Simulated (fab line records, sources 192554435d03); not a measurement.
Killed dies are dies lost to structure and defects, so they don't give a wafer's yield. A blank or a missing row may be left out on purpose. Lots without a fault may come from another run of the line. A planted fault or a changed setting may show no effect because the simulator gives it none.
Split-lot experiment | flow n5_finfet | 7 lots, 39 wafers read, on a route of 1938 steps

THE SPLIT
At N5_BEOL_M0_SAQP_SPACER2_ALD_26 (deposits SiO2, target thk 15 nm, pulse time 1 s, purge time 2 s), the setting target_thk_a was moved away from the recipe's 150 angstrom on 12 of the 39 wafers read, by -45.2% to +28.3%. The other wafers ran this setting at the recipe's value.

FROM THE SPLIT TO THE READING: what the file shows between them, 2 steps
- N5_BEOL_M0_SAQP_SPACER2_ETCHBACK_27: etches SiO2 in CHF3/O2, target depth 22.5 nm, time 11.25 s
- N5_BEOL_M0_SAQP_MANDREL2_REMOVE_110: chemistry HBr/Cl2/O2, target a-Si, stops on SiCN, bt time 10 s

THE READING
cd_nm, in nm, at N5_BEOL_M0_SAQP_CD_MEAS_29 (target cd 14.4 nm). Fault-free wafers of this fab line usually give 14.96 nm, standard deviation 0.22 nm.

wafer  | tool, chamber at the split | target_thk_a as run, angstrom | against the recipe | cd_nm, nm | against lot-mates on the recipe
L079.1 | ald_sin-03, 0,1,3          | 150                           | recipe             | 15.01     | -
L079.2 | ald_sin-03, 0,1,3          | 150                           | recipe             | 15.03     | -
L079.3 | ald_sin-03, 0,1,3          | 150                           | recipe             | 15.05     | -
L079.4 | ald_sin-03, 2              | 119                           | -20.7%             | 11.94     | -3.09
L079.5 | ald_sin-03, 3              | 119                           | -20.7%             | 11.69     | -3.34
L079.6 | ald_sin-03, 2              | 119                           | -20.7%             | 11.78     | -3.25
L083.1 | ald_sin-03, 0,1            | 150                           | recipe             | 15.04     | -
L083.2 | ald_sin-03, 0,1            | 150                           | recipe             | 14.50     | -
L083.3 | ald_sin-03, 2              | 150                           | recipe             | 15.04     | -
L083.4 | ald_sin-03, 3              | 82.27                         | -45.2%             | 8.44      | -6.42
L083.5 | ald_sin-03, 3              | 82.27                         | -45.2%             | 8.08      | -6.78
L083.6 | ald_sin-03, 2              | 82.27                         | -45.2%             | 8.64      | -6.22
L084.1 | ald_sin-03, 2,3,0          | 150                           | recipe             | 15.22     | -
L084.5 | ald_sin-03, 2,3,0          | 150                           | recipe             | 15.08     | -
L084.6 | ald_sin-03, 2,3,0          | 150                           | recipe             | 14.80     | -
L086.1 | ald_sin-01, 1,2,3,0,3,2    | 150                           | recipe             | 14.67     | -
L086.2 | ald_sin-01, 1,2,3,0,3,2    | 150                           | recipe             | 15.15     | -
L086.3 | ald_sin-01, 1,2,3,0,3,2    | 150                           | recipe             | 14.79     | -
L086.4 | ald_sin-01, 1,2,3,0,3,2    | 150                           | recipe             | 14.90     | -
L086.5 | ald_sin-01, 1,2,3,0,3,2    | 150                           | recipe             | 14.99     | -
L086.6 | ald_sin-01, 1,2,3,0,3,2    | 150                           | recipe             | 15.33     | -
L089.1 | ald_sin-02, 2,3,1,3,0      | 150                           | recipe             | 14.59     | -
L089.2 | ald_sin-02, 2,3,1,3,0      | 150                           | recipe             | 15.08     | -
L089.3 | ald_sin-02, 2,3,1,3,0      | 150                           | recipe             | 14.98     | -
L089.4 | ald_sin-02, 0              | 150                           | recipe             | 14.38     | -
L089.5 | ald_sin-02, 2,3,1,3,0      | 150                           | recipe             | 14.77     | -
L089.6 | ald_sin-02, 2,3,1,3,0      | 150                           | recipe             | 14.94     | -
L091.1 | ald_sin-01, 0,2,0          | 150                           | recipe             | 15.00     | -
L091.2 | ald_sin-01, 1,3,1          | 127                           | -15.3%             | 12.90     | -2.03
L091.3 | ald_sin-01, 0,2,0          | 150                           | recipe             | 14.71     | -
L091.4 | ald_sin-01, 1,3,1          | 127                           | -15.3%             | 12.65     | -2.28
L091.5 | ald_sin-01, 0,2,0          | 150                           | recipe             | 15.07     | -
L091.6 | ald_sin-01, 1,3,1          | 127                           | -15.3%             | 12.82     | -2.11
L092.1 | ald_sin-03, 0,3,3          | 192.4                         | +28.3%             | 18.79     | +3.75
L092.2 | ald_sin-03, 2              | 150                           | recipe             | 14.94     | -
L092.3 | ald_sin-03, 1,0            | 150                           | recipe             | 14.90     | -
L092.4 | ald_sin-03, 0,3,3          | 192.4                         | +28.3%             | 19.28     | +4.24
L092.5 | ald_sin-03, 0,3,3          | 192.4                         | +28.3%             | 19.49     | +4.45
L092.6 | ald_sin-03, 1,0            | 150                           | recipe             | 15.29     | -
Where a row lists several chambers, the file gives one row for several wafers and doesn't say which wafer went through which chamber.

THE FIT
A straight line over all 39 wafers: cd_nm changes by +0.147 nm for each +1% of target_thk_a; r = +1.00; the points scatter about the line by 0.23 nm.
The same after taking each lot's own level away (the mean of its wafers on the recipe; 39 wafers): +0.145 nm for each +1%; r = +1.00; scatter 0.22 nm.
On that fit, the largest move of target_thk_a shifts the reading by 6.6 nm.
The lots' own levels span 14.790 to 15.043 nm, that is 1.2 times the standard deviation above.
So the lot-to-lot level changes the slope little: the two slopes agree.
Check: with one of the wafers moved furthest among these (-45.2%) left out of the fit, the line predicts -6.6 nm for it against its lot-mates. It came out at -6.42 nm against them.

THE WHOLE CHAIN: every reading that the file lists as answering this split, in the file's order
step                                | what it does                                                            | reading                                                                                     | change (the file's fit)                                                        | r (the file's)
N5_BEOL_M0_SAQP_SPACER2_ALD_26      | deposits SiO2, target thk 15 nm, pulse time 1 s, purge time 2 s         | SiO2_of_BEOL_M0_SAQP_SPACER2_ALD_26.thk_nm (the simulator's own value, which no gauge read) | +0.15 nm for each +1% of the setting                                           | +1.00
N5_BEOL_M0_SAQP_MANDREL2_REMOVE_110 | chemistry HBr/Cl2/O2, target a-Si, stops on SiCN, bt time 10 s          | BEOL_M0_SAQP.cd_nm (the simulator's own value, which no gauge read)                         | +0.148 nm for each +1% of the setting                                          | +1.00
N5_BEOL_M0_SAQP_CD_MEAS_29          | target cd 14.4 nm                                                       | cd_nm                                                                                       | +0.145 nm for each +1% of the setting                                          | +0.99
N5_BEOL_M0_CUTY_ETCH_63             | etches SOC in N2/H2, target depth 82.7 nm, overetch 16.5 nm, time 124 s | SiO2_of_BEOL_M0_SAQP_SPACER2_ALD_26.thk_nm (the simulator's own value, which no gauge read) | +0.133 nm for each +1% of the setting                                          | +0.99
N5_BEOL_M0_ETCH_138                 | etches SiCN in CH3F/O2, target depth 12 nm, time 31.6 s                 | SiO2_of_BEOL_M0_SAQP_SPACER2_ALD_26.thk_nm (the simulator's own value, which no gauge read) | +0.12 nm for each +1% of the setting                                           | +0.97
N5_BEOL_M0_HM_OPEN_105              | chemistry Cl2/BCl3, target TiN, target depth 12 nm                      | SiO2_of_BEOL_M0_SAQP_SPACER2_ALD_26.thk_nm (the simulator's own value, which no gauge read) | not straight: 0.4 at the lowest setting, 2.704 at the recipe, 7 at the highest | not given

THE FILE'S OWN FIT
cd_nm changes by +0.145 nm for each +1% of target_thk_a, r = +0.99.
